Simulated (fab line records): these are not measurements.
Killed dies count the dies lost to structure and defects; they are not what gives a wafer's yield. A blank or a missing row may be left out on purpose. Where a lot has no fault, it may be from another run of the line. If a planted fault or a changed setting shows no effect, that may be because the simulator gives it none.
What tool caused it? || flow n5_finfet || 11 lots with 33 wafers sampled at 3 steps, on a route of 1938 steps

== WHAT EACH GAUGE READ, for each wafer ==
N5_BEOL_M13_RS_MEAS_54: measurement is done with a four-point probe. Usual: M13_RS gives 0.0449 ohm/sq (standard deviation 0.00057).
{"lot": "L788", "measured": "day 11 04:27", "on": "film_metro-02", "M13_RS (ohm/sq)": "0.0453 0.0440 0.0445", "flag": ""}
{"lot": "L789", "measured": "day 11 08:15", "on": "film_metro-02", "M13_RS (ohm/sq)": "0.0445 0.0441 0.0445", "flag": ""}
{"lot": "L790", "measured": "day 11 23:41", "on": "film_metro-01", "M13_RS (ohm/sq)": "0.0460 0.0448 0.0453", "flag": ""}
{"lot": "L794", "measured": "day 12 12:20", "on": "film_metro-01", "M13_RS (ohm/sq)": "0.0453 0.0451 0.0443", "flag": ""}
{"lot": "L792", "measured": "day 12 13:04", "on": "film_metro-01", "M13_RS (ohm/sq)": "0.0453 0.0446 0.0448", "flag": ""}
{"lot": "L793", "measured": "day 12 14:09", "on": "film_metro-01", "M13_RS (ohm/sq)": "0.0452 0.0441 0.0438", "flag": ""}
{"lot": "L795", "measured": "day 13 01:43", "on": "film_metro-01", "M13_RS (ohm/sq)": "0.0454 0.0444 0.0444", "flag": ""}
{"lot": "L796", "measured": "day 13 07:50", "on": "film_metro-02", "M13_RS (ohm/sq)": "0.0448 0.0453 0.0444", "flag": ""}
{"lot": "L803", "measured": "day 14 13:57", "on": "film_metro-01", "M13_RS (ohm/sq)": "0.0451 0.0451 0.0445", "flag": ""}
{"lot": "L807", "measured": "day 16 10:53", "on": "film_metro-01", "M13_RS (ohm/sq)": "0.0444 0.0456 0.0445", "flag": ""}
{"lot": "L811", "measured": "day 17 21:02", "on": "film_metro-01", "M13_RS (ohm/sq)": "0.0447 0.0434 0.0451", "flag": ""}

N5_BEOL_M14_THK_MEAS_01. Usual: M14_ILD_THK gives 1118 nm (standard deviation 17).
{"lot": "L788", "measured": "day 11 04:42", "on": "film_metro-01", "M14_ILD_THK (nm)": "1123 1130 1148", "flag": ""}
{"lot": "L789", "measured": "day 11 08:30", "on": "film_metro-02", "M14_ILD_THK (nm)": "1118 1128 1115", "flag": ""}
{"lot": "L790", "measured": "day 11 23:57", "on": "film_metro-02", "M14_ILD_THK (nm)": "1110 1094 1103", "flag": ""}
{"lot": "L794", "measured": "day 12 12:35", "on": "film_metro-01", "M14_ILD_THK (nm)": "1103 1095 1134", "flag": ""}
{"lot": "L792", "measured": "day 12 13:20", "on": "film_metro-02", "M14_ILD_THK (nm)": "1098 1127 1134", "flag": ""}
{"lot": "L793", "measured": "day 12 14:25", "on": "film_metro-01", "M14_ILD_THK (nm)": "1142 1082 1124", "flag": ""}
{"lot": "L795", "measured": "day 13 01:58", "on": "film_metro-02", "M14_ILD_THK (nm)": "1119 1101 1148", "flag": ""}
{"lot": "L796", "measured": "day 13 08:05", "on": "film_metro-02", "M14_ILD_THK (nm)": "1112 1114 1124", "flag": ""}
{"lot": "L803", "measured": "day 14 14:12", "on": "film_metro-02", "M14_ILD_THK (nm)": "1101 1101 1118", "flag": ""}
{"lot": "L807", "measured": "day 16 11:13", "on": "film_metro-02", "M14_ILD_THK (nm)": "1085 1098 1118", "flag": ""}
{"lot": "L811", "measured": "day 17 21:17", "on": "film_metro-01", "M14_ILD_THK (nm)": "1122 1141 1138", "flag": ""}

N5_BEOL_M14_INSPECT_12: inspects for defects (macro). Usual: raw_defect_count reads 2.0 (standard deviation 1.4).
{"lot": "L788", "measured": "day 11 05:11", "on": "defect_inspect-01", "raw_defect_count": "2 1 5", "flag": ""}
{"lot": "L789", "measured": "day 11 08:52", "on": "defect_inspect-02", "raw_defect_count": "1 1 1", "flag": ""}
{"lot": "L790", "measured": "day 12 00:19", "on": "defect_inspect-01", "raw_defect_count": "1 2 1", "flag": ""}
{"lot": "L794", "measured": "day 12 12:56", "on": "defect_inspect-01", "raw_defect_count": "3 2 1", "flag": ""}
{"lot": "L792", "measured": "day 12 13:49", "on": "defect_inspect-01", "raw_defect_count": "3 1 2", "flag": ""}
{"lot": "L793", "measured": "day 12 14:46", "on": "defect_inspect-02", "raw_defect_count": "2 3 1", "flag": ""}
{"lot": "L795", "measured": "day 13 02:26", "on": "defect_inspect-02", "raw_defect_count": "1 2 2", "flag": ""}
{"lot": "L796", "measured": "day 13 08:35", "on": "defect_inspect-02", "raw_defect_count": "0 1 1", "flag": ""}
{"lot": "L803", "measured": "day 14 14:34", "on": "defect_inspect-01", "raw_defect_count": "3 3 1", "flag": ""}
{"lot": "L807", "measured": "day 16 11:35", "on": "defect_inspect-01", "raw_defect_count": "0 4 1", "flag": ""}
{"lot": "L811", "measured": "day 17 21:39", "on": "defect_inspect-02", "raw_defect_count": "2 4 1", "flag": ""}

== EACH LOT AND THE TOOL THAT RAN IT (in order: tool; ch and the chambers of the sampled wafers; start) ==
The record shows no process step preceding these readings.

== AS READ BY THE TOOLS THEMSELVES (means over the sampled wafers that have a number; for cases with no such wafer, the mark the record gives instead) ==
The record holds no such reading with a usual standard deviation.

== THE ANSWER, worked out from the rows above alone ==
Rule: lot off if the mean of its wafers having a number is beyond 3 standard deviations from the usual mean. A lot without any number at a reading at which 4 lots or more have one is off too. All remaining lots with rows at the step are treated as sound. After the gauges, taken in route order, come the tools' own readings; for these a lot's mean is taken, as printed above. The first step at which some lot is off is used, and at that step the reading that is off furthest; a lot without a number counts as furthest.
Nothing can be told from this: no lot is off at any reading shown.

== WHAT WAS PUT IN BY THE SIMULATOR ==
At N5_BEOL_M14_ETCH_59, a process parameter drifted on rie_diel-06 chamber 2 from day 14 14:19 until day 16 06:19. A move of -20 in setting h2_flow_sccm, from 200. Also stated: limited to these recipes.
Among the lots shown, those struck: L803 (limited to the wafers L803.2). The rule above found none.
